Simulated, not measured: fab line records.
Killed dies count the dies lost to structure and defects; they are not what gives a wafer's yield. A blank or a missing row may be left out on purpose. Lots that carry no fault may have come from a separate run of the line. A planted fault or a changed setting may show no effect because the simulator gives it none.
fab line records | flow nand_harc
record: lots: 12 wafers: 36 last_day: 33
route steps=1302 shown A_STAIRCASE@883 A_SGD_CUT@908 A_SLIT@922 END@1302
lots untouched by any fault: they come from a run of this same line in which no faults occurred
start_h: the number of hours between the record's first day and the start of the first shown wafer of the lot | wait_h: how many hours have passed since the lot's step before this one | " same as the row above | L1.1+2: several wafers, shown together as one row | - no value present, or no start provided | * or withheld: withheld | < > ~ a bound
route shown NAME@n: NAME is a module with steps in the file, n the number in the route of the first one | usual: the fault-free wafers' mean and standard deviation | same: alike in all rows | chamber/n: place in a boat | sites: the reading at each site | _std_site: the standard deviation of these | _edge_site: outer sites' mean less inner sites' | radius_mm: for every site, how far away it sits from the centre of the wafer | mask NAME#n: copy n | behind: the most recent tool/chamber to have shaped the wafer | hold: cause of the lot's hold/its duration in hours/its outcome | device: the n, p or np transistor that did not switch | end of line: tests of these same wafers at the route's end | step lacking rows: just its recipe | killed: at the first sort, the dies lost to defects and structure; wafer yield is something else | map: per-die view of a wafer (x killed, . not killed, _ where there is no die)
set.NAME: the setting as run; set.NAME@STEP: as run at that earlier step | model.NAME: the simulator's own value behind a step, which no gauge read
one table for each step of the route and one row for each wafer, over a sample of lots
services: a tool's chamber out of use, with start hour (start_h, from the record's first day; less than 0 if before it), hours out, and reason
== steps ==
step: NHARC_A_STAIRCASE_ETCHBACK_157
recipe: target_depth_a: 900 over_etch_frac: 0.3 time_s: 167.14 ion_energy_ev: 120 ch3f_flow_sccm: 50 o2_flow_sccm: 30 ar_flow_sccm: 200 rf_w: 500 bias_w: 100 chemistry: CH3F/O2
usual: drypump_motor_current_A: 5.7/0.4 oes_product_au: 0.96/0.034 rf_vpp_V: 243.7/2 showerhead_plenum_p_Torr: 2.42/0.12 throttle_valve_pct: 20.663/0.0084
columns lot.wafer tool chamber start_h wait_h drypump_motor_current_A oes_product_au rf_hours_counter_h rf_vpp_V showerhead_plenum_p_Torr throttle_valve_pct
L960.1 rie_diel-03 2 426.39 0.2 6.1 0.96 43 242.9 2.31 20.651
L960.5 " 1 " " 5.3 0.96 - 245.7 2.53 20.660
L960.6 " 2 " " 6.1 0.95 - 241.9 2.31 20.663
L964.1 rie_diel-13 3 457.84 0.2 5.6 0.93 43 243.3 2.33 20.662
L964.2 " 0 " " 5.5 0.93 41 246.7 2.64 20.665
L964.6 " 3 " " 5.5 0.93 - 243.3 2.33 20.667
L963.4 rie_diel-13 0 460.65 0.2 5.5 0.92 42 247.6 2.64 20.674
L963.3 " 2 " " 6.6 0.94 38 243.4 2.39 20.665
L963.6 " 1 " " 5.4 0.94 - 243.0 2.32 20.660
L967.3 rie_diel-12 2 506.76 0.2 6.0 0.92 13 245.7 2.53 20.661
L967.5 " 1 " " 5.4 0.93 - 241.8 2.29 20.675
L967.6 " 2 " " 6.0 0.92 - 246.5 2.53 20.654
L968.3 rie_diel-12 1 525.44 0.1 5.4 1.01 23 242.1 2.28 20.662
L968.6 " 1 " " 5.4 1.00 - 241.3 2.29 20.667
L968.5 " 2 " " 6.0 0.98 - 244.1 2.53 20.674
L977.1 rie_diel-03 0 592.34 0.2 5.5 0.92 35 243.2 2.35 20.661
L977.3 " 3 " " 5.3 0.92 36 245.1 2.62 20.669
L977.5 " 1 " " 5.3 0.92 - 246.3 2.51 20.649
L976.3 rie_diel-12 2 599.84 0.2 6.0 0.95 47 244.8 2.52 20.648
L976.4 " 0 " " 5.6 0.97 38 242.1 2.30 20.666
L976.6 " 1 " " 5.4 0.97 - 243.4 2.27 20.660
L978.4 rie_diel-13 0 608.45 0.1 5.5 0.92 19 247.7 2.62 20.650
L978.3 " 3 " " 5.5 0.92 20 240.7 2.31 20.683
L978.6 " 1 " " 5.4 0.92 - 241.2 2.31 20.667
L979.3 rie_diel-03 0 628.66 0.3 5.5 0.92 49 242.7 2.35 20.661
L979.5 " 3 " " 5.3 0.92 - 246.6 2.61 20.674
L979.4 " 0 " " 5.5 0.91 - 243.1 2.35 20.678
L980.1 rie_diel-12 3 649.87 0.1 5.9 1.00 4 245.1 2.44 20.668
L980.2 " 0 " " 5.6 1.01 4 241.3 2.30 20.657
L980.5 " 3 " " 5.9 1.00 - 243.1 2.44 20.665
L983.4 rie_diel-12 2 657.26 0.2 6.0 1.00 9 245.5 2.51 20.653
L983.3 " 3 " " 5.9 0.99 10 243.9 2.44 20.682
L983.5 " 0 " " 5.6 1.00 - 241.5 2.29 20.651
L981.4 rie_diel-13 0 658.46 0.2 5.5 0.93 35 246.2 2.62 20.653
L981.5 " 2 " " 6.6 0.93 - 243.1 2.36 20.665
L981.6 " 3 " " 5.6 0.94 - 242.2 2.30 20.671
step: NHARC_A_STAIRCASE_INSPECT_155
usual: raw_defect_count: 465/120
columns lot.wafer tool chamber start_h wait_h raw_defect_count
L960.1 defect_inspect-01 - 427.34 0.1 464
L960.5 " - " " 304
L960.6 " - " " 332
L964.1 defect_inspect-01 - 458.71 0.1 473
L964.2 " - " " 768
L964.6 " - " " 559
L963.3 defect_inspect-01 - 461.56 0.1 311
L963.4 " - " " 577
L963.6 " - " " 521
L967.3 defect_inspect-02 - 507.69 0.1 856
L967.5 " - " " 393
L967.6 " - " " 382
L968.3 defect_inspect-01 - 526.34 0.1 545
L968.5 " - " " 519
L968.6 " - " " 581
L977.1 defect_inspect-02 - 593.27 0.1 532
L977.3 " - " " 582
L977.5 " - " " 524
L976.3 defect_inspect-02 - 600.72 0.1 321
L976.4 " - " " 292
L976.6 " - " " 464
L978.3 defect_inspect-02 - 609.35 0.1 403
L978.4 " - " " 332
L978.6 " - " " 329
L979.3 defect_inspect-01 - 629.57 0.1 574
L979.4 " - " " 561
L979.5 " - " " 767
L980.1 defect_inspect-02 - 650.75 0.1 403
L980.2 " - " " 481
L980.5 " - " " 439
L983.3 defect_inspect-02 - 658.11 0.1 364
L983.4 " - " " 517
L983.5 " - " " 325
L981.4 defect_inspect-02 - 659.32 0.1 429
L981.5 " - " " 463
L981.6 " - " " 575
step: NHARC_A_SGD_CUT_ETCH_16
recipe: target_depth_a: 3105 time_s: 155.2 c4f8_flow_sccm: withheld o2_flow_sccm: 8 ar_flow_sccm: withheld rf_w: 600 bias_w: 800 chemistry: C4F8/O2/Ar
usual: oes_product_au: 0.971/0.016 rf_vpp_V: 725/3.5 run_length_s: 176.4/0.36
columns lot.wafer tool chamber start_h wait_h oes_product_au rf_hours_counter_h rf_vpp_V run_length_s
L960.1 rie_diel-04 1 428.97 - 0.972 4 729 176.5
L960.6 " 1 " " 0.971 - 729 176.6
L960.5 " 2 " " 0.994 - 730 176.7
L964.1 rie_diel-06 3 460.51 - 0.980 12 729 176.4
L964.2 " 1 " " 0.975 12 729 176.6
L964.6 " 3 " " 0.976 - 728 176.4
L963.4 rie_diel-05 1 463.10 - 0.976 2 724 176.0
L963.3 " 2 " " 0.968 2 727 176.0
L963.6 " 2 " " 0.977 - 728 176.3
L967.3 rie_diel-04 1 509.67 0.1 0.973 - 726 176.8
L967.5 " 1 " " 0.973 - 727 176.5
L967.6 " 0 " " 0.982 - 730 176.1
L968.3 rie_diel-06 1 527.95 - 0.972 4 729 176.6
L968.6 " 0 " " 0.967 - 719 177.2
L968.5 " 1 " " 0.967 - 729 177.1
L977.3 rie_diel-04 3 594.82 - 0.988 4 721 176.0
L977.1 " 1 " " 0.943 3 726 176.7
L977.5 " 0 " " 0.966 - 728 163.8
L976.3 rie_diel-04 0 602.28 - 0.987 4 729 163.4
L976.4 " 2 " " 0.969 4 729 176.3
L976.6 " 3 " " 0.990 - 721 176.1
L978.3 rie_diel-06 2 610.93 - 0.998 11 728 176.4
L978.4 " 3 " " 0.990 11 728 176.7
L978.6 " 1 " " 0.963 - 729 176.3
L979.4 rie_diel-05 0 631.14 - 0.973 1 721 176.5
L979.3 " 2 " " 0.956 1 726 176.1
L979.5 " 0 " " 0.976 - 721 176.4
L980.2 rie_diel-06 3 652.41 - 1.019 14 728 176.5
L980.1 " 1 " " 0.966 16 729 176.4
L980.5 " 2 " " 0.987 - 728 176.4
L983.3 rie_diel-05 2 660.02 - 0.969 3 725 176.2
L983.5 " 1 " " 0.978 - 726 176.0
L983.4 " 3 " " 0.965 - 721 176.5
L981.5 rie_diel-05 2 660.95 - 0.965 - 727 175.9
L981.4 " 3 " " 0.952 - 719 176.8
L981.6 " 1 " " 0.957 - 725 176.4
step: NHARC_A_SLIT_DEP_25
recipe: target_thk_a: 2000 temp_c: 400 pressure_torr: 6.5 rf_w: 900 teos_flow_sccm: 161.4 flow_sccm: 2650 target_thk_nm: 200 gas: O2 material: SiO2
usual: heater_power_w: 551/76 mfc_precursor_sccm: 161.4/0.48 throttle_valve_pct: 16.0/0.64
columns lot.wafer tool chamber start_h wait_h heater_power_w mfc_precursor_sccm throttle_valve_pct
L960.1 pecvd-04 1 435.50 0.1 580 160.9 16.1
L960.5 " 1 " " 597 161.0 16.3
L960.6 " 2 " " 440 161.7 16.1
L964.1 pecvd-01 2 469.12 0.1 409 161.9 15.9
L964.2 " 0 " " 619 161.7 17.3
L964.6 " 0 " " 635 161.7 17.1
L963.3 pecvd-02 0 469.20 0.1 646 161.8 15.8
L963.4 " 1 " " 601 160.8 16.8
L963.6 " 2 " " 395 162.1 14.9
L967.3 pecvd-01 1 515.93 0.1 502 160.6 15.5
L967.5 " 1 " " 502 160.9 15.2
L967.6 " 0 " " 613 160.5 16.8
L968.3 pecvd-02 1 534.04 0.1 591 160.8 17.1
L968.6 " 1 " " 600 161.3 17.0
L968.5 " 0 " " 613 161.1 15.9
L977.3 pecvd-01 1 601.15 0.1 539 161.4 15.7
L977.1 " 0 " " 648 161.9 16.6
L977.5 " 0 " " 658 160.7 16.5
L976.3 pecvd-04 2 608.38 0.1 488 162.5 16.2
L976.4 " 0 " " 502 161.6 15.9
L976.6 " 1 " " 728 160.4 16.0
L978.3 pecvd-01 0 616.93 0.1 683 162.0 17.0
L978.4 " 2 " " 422 161.6 15.8
L978.6 " 1 " " 559 161.0 15.4
L979.3 pecvd-02 0 639.31 0.2 704 161.9 16.0
L979.5 " 0 " " 711 161.9 15.7
L979.4 " 2 " " 500 160.8 15.4
L980.1 pecvd-01 2 662.00 0.1 507 161.9 16.0
L980.2 " 0 " " 607 161.1 16.8
L980.5 " 0 " " 614 161.7 16.8
L983.3 pecvd-01 1 666.43 0.1 538 160.8 15.6
L983.4 " 2 " " 463 161.1 15.9
L983.5 " 0 " " 655 161.9 16.9
L981.4 pecvd-02 2 666.71 0.2 481 162.3 14.9
L981.5 " 0 " " 592 160.5 16.0
L981.6 " 1 " " 566 161.4 16.7
step: NHARC_END_SORT_01
recipe: temp_c: 25
usual: killed_at_array: 52/18 killed_at_other: 1.2/1.5 killed_at_periphery: 4/3.2 killed_dies: 57/17 killed_open: 3.1/1.9 killed_short: 2.5/1.7
same: gross_dies: 677
columns lot.wafer tool chamber start_h wait_h hold killed_at_array killed_at_other killed_at_periphery killed_dies killed_open killed_short
L960.1 prober-02 0 554.74 2.4 - 48 3 1 52 1 8
L960.5 prober-02 0 557.94 3.7 - 45 5 0 50 2 2
L960.6 prober-02 0 558.74 4.0 - 34 5 1 40 3 6
L964.1 prober-01 0 586.29 2.5 - 68 1 0 69 4 0
L964.2 prober-01 0 587.08 2.8 - 67 2 3 72 3 1
L964.6 prober-01 0 590.24 4.0 - 67 1 4 72 5 3
L963.3 prober-02 0 587.99 3.1 - 48 0 6 54 1 3
L963.4 prober-02 0 588.78 3.4 - 40 1 1 42 4 3
L963.6 prober-02 0 590.35 3.9 - 53 0 1 54 2 7
L967.3 prober-02 0 634.81 3.1 - 58 1 1 60 0 0
L967.5 prober-02 0 636.43 3.7 - 59 1 4 64 4 7
L967.6 prober-02 0 637.24 4.0 - 58 1 9 68 5 1
L968.3 prober-01 0 656.85 3.1 - 45 0 5 50 2 0
L968.5 prober-01 0 658.46 3.7 - 33 1 5 39 1 4
L968.6 prober-01 0 659.26 4.0 - 39 0 9 48 3 4
L977.1 prober-01 0 715.14 2.5 await_dispo/2.1h/release 49 0 1 50 5 0
L977.3 prober-01 0 716.73 3.1 await_dispo/2.1h/release 61 0 0 61 2 1
L977.5 prober-01 0 718.32 3.7 await_dispo/2.1h/release 381 0 1 382 4 1
L976.3 prober-02 0 728.70 3.1 await_dispo/5.4h/release 384 0 2 386 5 6
L976.4 prober-02 0 729.49 3.4 await_dispo/5.4h/release 51 5 2 58 3 0
L976.6 prober-02 0 731.09 4.0 await_dispo/5.4h/release 41 4 1 46 6 3
L978.3 prober-01 0 740.80 3.1 - 70 2 4 76 7 3
L978.4 prober-01 0 741.59 3.4 - 79 4 0 83 0 3
L978.6 prober-01 0 743.18 4.0 - 50 3 1 54 2 0
L979.3 prober-01 0 755.81 3.1 - 80 2 4 86 1 3
L979.4 prober-01 0 756.60 3.4 - 72 1 7 80 4 3
L979.5 prober-01 0 757.39 3.7 - 83 4 6 93 4 4
L980.1 prober-02 0 781.51 2.5 - 62 1 5 68 1 3
L980.2 prober-02 0 782.32 2.8 - 67 2 5 74 2 4
L980.5 prober-02 0 784.75 3.7 - 75 2 4 81 4 1
L983.3 prober-02 0 790.96 3.1 - 53 1 3 57 3 4
L983.4 prober-02 0 791.76 3.4 - 40 1 1 42 3 1
L983.5 prober-02 0 792.55 3.7 - 51 2 2 55 2 1
L981.4 prober-01 0 795.52 3.4 - 75 5 1 81 1 3
L981.5 prober-01 0 796.31 3.6 - 58 0 3 61 2 3
L981.6 prober-01 0 797.10 3.9 - 60 2 8 70 6 1
killed by level:class
L960.1 A_CHANNEL_HOLE_D1:chamber_film_flake=32 A_CHANNEL_HOLE_D2:chamber_film_flake=5 A_CHANNEL_FILL_D2:geometric_particle:short=3 A_SGD_CUT:geometric_particle:short=2 THIN_TSV:chamber_film_flake=2 A_ONON_D1:geometric_particle:short=1 A_CHANNEL_FILL_D1:geometric_particle:short=1 A_SGD_CUT:geometric_particle:open=1
L960.5 A_CHANNEL_HOLE_D1:chamber_film_flake=31 A_CHANNEL_HOLE_D2:chamber_film_flake=7 THIN_TSV:chamber_film_flake=5 A_CHANNEL_FILL_D1:geometric_particle:short=2 A_CHANNEL_HOLE_D2:geometric_particle:open=1 A_SGD_CUT:geometric_particle:open=1 A_CHANNEL_FILL_D1:chamber_film_flake=1 A_STAIRCASE:chamber_film_flake=1
L960.6 A_CHANNEL_HOLE_D1:chamber_film_flake=18 THIN_TSV:chamber_film_flake=5 A_CHANNEL_HOLE_D2:chamber_film_flake=5 A_CHANNEL_FILL_D2:geometric_particle:short=3 A_STAIRCASE:chamber_film_flake=2 P_GATE:geometric_particle:open=1 A_CHANNEL_FILL_D1:geometric_particle:short=1 A_DECK1_JOINT:geometric_particle:short=1
L964.1 A_SLIT:chamber_film_flake=31 A_CHANNEL_HOLE_D1:chamber_film_flake=23 A_CHANNEL_HOLE_D2:chamber_film_flake=6 A_STAIRCASE:chamber_film_flake=2 A_DECK1_JOINT:geometric_particle:open=1 A_ONON_D2:geometric_particle:open=1 A_CONTACT:geometric_particle:open=1 A_M1:geometric_particle:open=1
L964.2 A_CHANNEL_HOLE_D1:chamber_film_flake=37 A_SLIT:chamber_film_flake=15 A_CHANNEL_HOLE_D2:chamber_film_flake=8 A_ZERO_WELL:chamber_film_flake=2 P_M0:geometric_particle:open=1 A_WL_FILL:geometric_particle:open=1 A_WL_FILL:geometric_particle:short=1 STARTING-WAFER:geometric_particle:open=1
L963.3 A_CHANNEL_HOLE_D2:chamber_film_flake=33 P_GATE:chamber_film_flake=5 A_CONTACT:chamber_film_flake=4 A_ONON_D2:geometric_particle:short=2 A_STAIRCASE:chamber_film_flake=2 A_WL_FILL:geometric_particle:short=1 A_M0:geometric_particle:open=1 P_STI:chamber_film_flake=1
L963.4 A_CHANNEL_HOLE_D2:chamber_film_flake=20 A_CONTACT:chamber_film_flake=8 A_M0:geometric_particle:open=2 A_SLIT:chamber_film_flake=2 A_CHANNEL_HOLE_D1:geometric_particle:short=1 A_CHANNEL_FILL_D1:geometric_particle:short=1 A_DECK1_JOINT:geometric_particle:open=1 A_CHANNEL_FILL_D2:geometric_particle:short=1
L964.6 A_CHANNEL_HOLE_D1:chamber_film_flake=24 A_SLIT:chamber_film_flake=20 A_CHANNEL_HOLE_D2:chamber_film_flake=7 A_CONTACT:chamber_film_flake=4 A_STAIRCASE:chamber_film_flake=3 A_ONON_D2:geometric_particle:short=2 P_M0:chamber_film_flake=2 P_M0:geometric_particle:open=1
L963.6 A_CHANNEL_HOLE_D2:chamber_film_flake=28 A_STAIRCASE:chamber_film_flake=6 A_WL_FILL:geometric_particle:short=4 A_CHANNEL_HOLE_D1:chamber_film_flake=3 A_DECK1_JOINT:chamber_film_flake=2 A_CONTACT:unspecified=2 A_WL_FILL:chamber_film_flake=2 A_CHANNEL_HOLE_D1:geometric_particle:short=1
L967.3 A_SLIT:chamber_film_flake=31 A_CHANNEL_HOLE_D2:chamber_film_flake=8 A_M0:chamber_film_flake=5 A_STAIRCASE:chamber_film_flake=4 A_CHANNEL_HOLE_D1:chamber_film_flake=3 A_WL_FILL:chamber_film_flake=3 A_CONTACT:chamber_film_flake=2 P_M1:chamber_film_flake=1
L967.5 A_SLIT:chamber_film_flake=27 A_CHANNEL_HOLE_D2:chamber_film_flake=8 A_CONTACT:chamber_film_flake=4 A_STAIRCASE:chamber_film_flake=4 A_WL_FILL:chamber_film_flake=3 A_ONON_D2:geometric_particle:short=2 A_M0:geometric_particle:short=2 P_ZERO_WELL:chamber_film_flake=2
L967.6 A_SLIT:chamber_film_flake=26 A_CHANNEL_HOLE_D2:chamber_film_flake=12 A_CONTACT:chamber_film_flake=5 A_M0:chamber_film_flake=4 P_M1:chamber_film_flake=4 A_WL_FILL:chamber_film_flake=4 A_STAIRCASE:chamber_film_flake=3 P_CONTACT:geometric_particle:open=2
L968.3 A_CHANNEL_HOLE_D2:chamber_film_flake=16 A_STAIRCASE:chamber_film_flake=10 A_CHANNEL_HOLE_D1:chamber_film_flake=6 A_CONTACT:chamber_film_flake=5 P_CONTACT:chamber_film_flake=4 A_DECK1_JOINT:chamber_film_flake=3 A_SLIT:chamber_film_flake=2 A_ONON_D1:geometric_particle:open=1
L968.5 A_CHANNEL_HOLE_D2:chamber_film_flake=11 A_STAIRCASE:chamber_film_flake=8 A_CHANNEL_HOLE_D1:chamber_film_flake=4 P_CONTACT:chamber_film_flake=3 A_SLIT:chamber_film_flake=3 P_ZERO_WELL:chamber_film_flake=2 A_SOURCE_PLATE:geometric_particle:open=1 A_WL_FILL:geometric_particle:short=1
L968.6 A_CHANNEL_HOLE_D2:chamber_film_flake=17 A_STAIRCASE:chamber_film_flake=8 P_CONTACT:chamber_film_flake=5 A_CHANNEL_HOLE_D1:chamber_film_flake=5 A_CONTACT:chamber_film_flake=3 P_STI:geometric_particle:short=2 P_CONTACT:geometric_particle:open=1 A_DECK1_JOINT:geometric_particle:short=1
L977.1 A_CHANNEL_HOLE_D1:chamber_film_flake=19 A_STAIRCASE:chamber_film_flake=9 A_CONTACT:chamber_film_flake=5 A_BLC:chamber_film_flake=5 A_BLC:geometric_particle:open=3 A_SLIT:chamber_film_flake=3 A_CHANNEL_FILL_D1:chamber_film_flake=2 P_M0:geometric_particle:open=1
L977.3 A_CHANNEL_HOLE_D1:chamber_film_flake=33 A_STAIRCASE:chamber_film_flake=10 A_BLC:chamber_film_flake=4 A_WL_FILL:chamber_film_flake=3 A_CONTACT:chamber_film_flake=3 A_SLIT:chamber_film_flake=2 A_CHANNEL_HOLE_D1:geometric_particle:short=1 A_CHANNEL_HOLE_D2:geometric_particle:open=1
L977.5 A_SGD_CUT:area_etch=325 A_CHANNEL_HOLE_D1:chamber_film_flake=33 A_STAIRCASE:chamber_film_flake=6 A_SLIT:chamber_film_flake=3 A_CONTACT:chamber_film_flake=3 A_CHANNEL_FILL_D1:chamber_film_flake=2 A_SGD_CUT:chamber_film_flake=2 A_BLC:chamber_film_flake=2
L976.3 A_SGD_CUT:area_etch=311 A_SLIT:chamber_film_flake=40 A_CHANNEL_HOLE_D1:chamber_film_flake=18 A_WL_FILL:geometric_particle:open=3 A_ONON_D1:geometric_particle:short=2 A_STAIRCASE:chamber_film_flake=2 P_GATE:geometric_particle:short=1 A_ONON_D1:geometric_particle:open=1
L976.4 A_SLIT:chamber_film_flake=29 A_CHANNEL_HOLE_D1:chamber_film_flake=13 THIN_TSV:chamber_film_flake=5 A_CONTACT:chamber_film_flake=4 A_STAIRCASE:chamber_film_flake=3 P_M2:geometric_particle:open=1 A_DECK1_JOINT:geometric_particle:open=1 A_CHANNEL_FILL_D2:geometric_particle:open=1
L976.6 A_SLIT:chamber_film_flake=24 A_CHANNEL_HOLE_D1:chamber_film_flake=5 THIN_TSV:chamber_film_flake=4 A_WL_FILL:geometric_particle:open=3 A_CONTACT:chamber_film_flake=2 P_GATE:geometric_particle:open=1 A_ONON_D1:geometric_particle:open=1 A_DECK1_JOINT:geometric_particle:short=1
L978.3 A_CHANNEL_HOLE_D2:chamber_film_flake=24 A_CHANNEL_HOLE_D1:chamber_film_flake=20 A_SLIT:chamber_film_flake=9 A_CONTACT:chamber_film_flake=5 A_ONON_D1:geometric_particle:short=2 A_CHANNEL_FILL_D2:chamber_film_flake=2 A_WL_FILL:chamber_film_flake=2 THIN_TSV:chamber_film_flake=2
L978.4 A_CHANNEL_HOLE_D1:chamber_film_flake=30 A_CHANNEL_HOLE_D2:chamber_film_flake=27 A_CONTACT:chamber_film_flake=6 A_SLIT:chamber_film_flake=5 THIN_TSV:chamber_film_flake=4 A_CHANNEL_FILL_D2:chamber_film_flake=3 A_STAIRCASE:chamber_film_flake=3 A_CHANNEL_HOLE_D1:geometric_particle:short=1
L978.6 A_CHANNEL_HOLE_D2:chamber_film_flake=18 A_CHANNEL_HOLE_D1:chamber_film_flake=17 A_SLIT:chamber_film_flake=3 THIN_TSV:chamber_film_flake=3 A_WL_FILL:chamber_film_flake=3 A_CONTACT:chamber_film_flake=3 A_ZERO_WELL:chamber_film_flake=2 A_STAIRCASE:chamber_film_flake=2
L979.3 A_SLIT:chamber_film_flake=38 A_CHANNEL_HOLE_D2:chamber_film_flake=15 A_CHANNEL_HOLE_D1:chamber_film_flake=13 A_ZERO_WELL:chamber_film_flake=5 P_M1:chamber_film_flake=4 A_STAIRCASE:chamber_film_flake=3 THIN_TSV:chamber_film_flake=2 A_ONON_D1:geometric_particle:short=1
L979.4 A_SLIT:chamber_film_flake=27 A_CHANNEL_HOLE_D2:chamber_film_flake=17 A_CHANNEL_HOLE_D1:chamber_film_flake=10 A_CONTACT:chamber_film_flake=6 P_M1:chamber_film_flake=4 A_WL_FILL:chamber_film_flake=3 P_GATE:chamber_film_flake=2 A_STAIRCASE:chamber_film_flake=2
L979.5 A_SLIT:chamber_film_flake=38 A_CHANNEL_HOLE_D2:chamber_film_flake=23 P_M1:chamber_film_flake=5 A_CHANNEL_HOLE_D1:chamber_film_flake=4 THIN_TSV:chamber_film_flake=4 A_ZERO_WELL:chamber_film_flake=3 A_CHANNEL_FILL_D2:chamber_film_flake=2 A_STAIRCASE:chamber_film_flake=2
L980.1 A_SLIT:chamber_film_flake=27 A_CHANNEL_HOLE_D2:chamber_film_flake=24 P_GATE:chamber_film_flake=5 A_ONON_D1:geometric_particle:short=2 A_STAIRCASE:chamber_film_flake=2 A_CONTACT:chamber_film_flake=2 A_BLC:chamber_film_flake=2 A_SOURCE_PLATE:geometric_particle:short=1
L980.2 A_SLIT:chamber_film_flake=27 A_CHANNEL_HOLE_D2:chamber_film_flake=22 A_CONTACT:chamber_film_flake=7 P_GATE:chamber_film_flake=3 A_DECK1_JOINT:geometric_particle:short=2 A_BLC:geometric_particle:open=2 P_STI:chamber_film_flake=2 A_BLC:chamber_film_flake=2
L980.5 A_SLIT:chamber_film_flake=39 A_CHANNEL_HOLE_D2:chamber_film_flake=20 A_CONTACT:chamber_film_flake=4 P_GATE:chamber_film_flake=3 A_ZERO_WELL:chamber_film_flake=2 A_CHANNEL_HOLE_D1:chamber_film_flake=2 A_STAIRCASE:chamber_film_flake=2 THIN_TSV:chamber_film_flake=2
L983.3 A_SLIT:chamber_film_flake=38 A_CHANNEL_HOLE_D1:chamber_film_flake=6 A_CONTACT:chamber_film_flake=3 A_CHANNEL_HOLE_D2:geometric_particle:short=2 P_GATE:geometric_particle:open=1 P_CONTACT:geometric_particle:short=1 A_CHANNEL_FILL_D1:geometric_particle:open=1 A_CHANNEL_FILL_D2:geometric_particle:open=1
L983.4 A_SLIT:chamber_film_flake=21 A_CHANNEL_HOLE_D1:chamber_film_flake=11 A_STAIRCASE:chamber_film_flake=2 A_CONTACT:chamber_film_flake=2 A_CHANNEL_HOLE_D2:geometric_particle:short=1 A_CHANNEL_FILL_D2:geometric_particle:open=1 A_SGD_CUT:geometric_particle:open=1 A_M0:geometric_particle:open=1
L983.5 A_SLIT:chamber_film_flake=25 A_CHANNEL_HOLE_D1:chamber_film_flake=13 A_CONTACT:chamber_film_flake=6 A_STAIRCASE:chamber_film_flake=3 A_M0:geometric_particle:open=2 P_ZERO_WELL:chamber_film_flake=2 THIN_TSV:chamber_film_flake=2 A_BLC:geometric_particle:short=1
L981.4 A_CHANNEL_HOLE_D2:chamber_film_flake=35 A_SLIT:chamber_film_flake=15 A_CHANNEL_HOLE_D1:chamber_film_flake=13 THIN_TSV:chamber_film_flake=5 A_CONTACT:chamber_film_flake=4 A_ZERO_WELL:chamber_film_flake=2 A_ONON_D1:geometric_particle:short=1 A_CHANNEL_FILL_D1:geometric_particle:open=1
L981.5 A_CHANNEL_HOLE_D2:chamber_film_flake=28 A_CHANNEL_HOLE_D1:chamber_film_flake=12 A_CONTACT:chamber_film_flake=7 P_ZERO_WELL:chamber_film_flake=2 A_SLIT:chamber_film_flake=2 A_WL_FILL:chamber_film_flake=2 P_M1:geometric_particle:short=1 A_ONON_D1:geometric_particle:short=1
L981.6 A_CHANNEL_HOLE_D2:chamber_film_flake=28 A_CHANNEL_HOLE_D1:chamber_film_flake=12 A_SLIT:chamber_film_flake=10 P_ZERO_WELL:chamber_film_flake=5 A_CONTACT:chamber_film_flake=3 P_GATE:geometric_particle:open=2 A_ONON_D1:geometric_particle:open=2 THIN_TSV:chamber_film_flake=2
== services ==
columns tool chamber start_h hours kind
rie_diel-06 2 404.67 1.7 repair
rie_diel-05 - 406.60 9.0 pm
rie_diel-12 2 406.71 10.1 repair
pecvd-02 - 408.29 13.0 pm
rie_diel-13 3 422.60 3.9 repair
rie_diel-05 - 422.92 0.5 repair
rie_diel-12 - 445.56 9.0 pm
rie_diel-04 - 470.88 1.2 repair
rie_diel-06 - 484.23 9.0 pm
pecvd-02 0 486.27 6.3 repair
pecvd-01 - 493.73 13.0 pm
rie_diel-06 1 498.65 4.1 repair
rie_diel-04 2 499.89 12.8 repair
rie_diel-04 3 500.92 15.8 repair
rie_diel-04 - 501.60 0.7 repair
pecvd-02 - 516.82 0.7 repair
rie_diel-13 - 521.62 9.0 pm
rie_diel-12 0 526.03 5.7 repair
rie_diel-04 - 531.90 9.0 pm
rie_diel-12 0 536.48 5.4 repair
rie_diel-05 1 545.71 4.2 repair
rie_diel-05 1 552.08 10.0 repair
rie_diel-12 - 590.55 0.9 repair
rie_diel-12 - 625.27 9.0 pm
== key ==
first_sign: step: NHARC_A_SGD_CUT_ETCH_16 reading: run_length_s direction: down sigmas: 35 usual: * struck: *
effect: step: NHARC_END_SORT_01 reading: killed_dies direction: up sigmas: 19 usual: 57 struck: 384
more_kills_born_at: NHARC_A_SGD_CUT_ETCH_16@rie_diel-04: 636
met_at NHARC_A_SGD_CUT_ETCH_16
struck_lots L976,L977
struck_wafers L976.3,L977.5
tester_left_out L976,L977
not_acting_at NHARC_A_STAIRCASE_ETCHBACK_157,NHARC_A_STAIRCASE_INSPECT_155,NHARC_A_SLIT_DEP_25
onset_between 509.67 594.82
fault: kind: process_parameter_drift tool: rie_diel-04 chamber: 0 onset_h: 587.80 steps: NHARC_A_SGD_CUT_ETCH_16 channel: time_s offset: * shape: step end_h: 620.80 acts_in: * stated: *
tester_left_out: of these lots the tester's yield and bins aren't shown, on N5 and GAA mostly nor the transistor test; their killed dies are dies lost to structure and defects alone, not to doping, threshold or leakage, so they don't give the yield
